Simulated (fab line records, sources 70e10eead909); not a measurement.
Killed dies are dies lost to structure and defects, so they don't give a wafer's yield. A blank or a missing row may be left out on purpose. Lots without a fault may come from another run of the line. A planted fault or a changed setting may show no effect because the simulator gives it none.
Which tool did it? | flow nand_harc | 12 lots, 36 wafers sampled, at 2 steps of a route of 1159

WHAT THE GAUGES READ, wafer by wafer
NHARC_A_STAIRCASE_INSPECT_155.
lot  | measured     | on                | raw_defect_count
L076 | day 14 13:11 | defect_inspect-01 | 553 594 415
L077 | day 14 14:08 | defect_inspect-02 | 373 264 221
L075 | day 14 14:26 | defect_inspect-01 | 614 237 284
L082 | day 15 20:07 | defect_inspect-02 | 227 265 221
L083 | day 16 08:49 | defect_inspect-01 | 290 600 186
L085 | day 16 09:08 | defect_inspect-02 | 472 373 759
L086 | day 17 14:58 | defect_inspect-01 | 484 394 239
L088 | day 17 15:41 | defect_inspect-01 | 327 589 478
L092 | day 17 22:34 | defect_inspect-02 | 355 260 393
L093 | day 18 09:35 | defect_inspect-01 | 353 259 262
L095 | day 18 09:27 | defect_inspect-01 | 360 314 296
L097 | day 19 19:53 | defect_inspect-02 | 350 474 244

WHICH TOOL RAN EACH LOT (tool, then ch and the chambers of the sampled wafers, then the start)
lot  | NHARC_A_STAIRCASE_DEP_322
L076 | pecvd-02 ch 0,1, day 13 09:50
L077 | pecvd-04 ch 1,2, day 13 18:19
L075 | pecvd-04 ch 0,1,2, day 13 18:47
L082 | pecvd-01 ch 0,2, day 14 21:05
L083 | pecvd-04 ch 0,1,2, day 15 07:22
L085 | pecvd-01 ch 0,2, day 15 11:31
L086 | pecvd-04 ch 0,1,2, day 16 13:02
L088 | pecvd-02 ch 0,2, day 16 13:11
L092 | pecvd-01 ch 0,1,2, day 17 01:43
L093 | pecvd-04 ch 1,2, day 17 13:11
L095 | pecvd-02 ch 0,2, day 17 13:23
L097 | pecvd-02 ch 1,2, day 18 22:43
- NHARC_A_STAIRCASE_DEP_322: deposits SiO2, target thk 3800 nm.

THE ANSWER, worked out from the rows above alone
Rule: what is usual is taken from the lots themselves. Put in order of their means at a reading, lots are off if they are a third of the lots or fewer, leave a main group of 4 or more, and stand apart from it by a gap of 3 or more times the standard deviation of the main group's means; of several such gaps the widest counts. A main group whose means are all the same, to the digits that the tables above print for the reading, isn't used. A lot without any number at a reading at which 4 lots or more have one is off too. The other lots that the step has rows for count as sound.
No lot is off at any reading shown: from this, nothing can be told.

WHAT THE SIMULATOR HAD PUT IN
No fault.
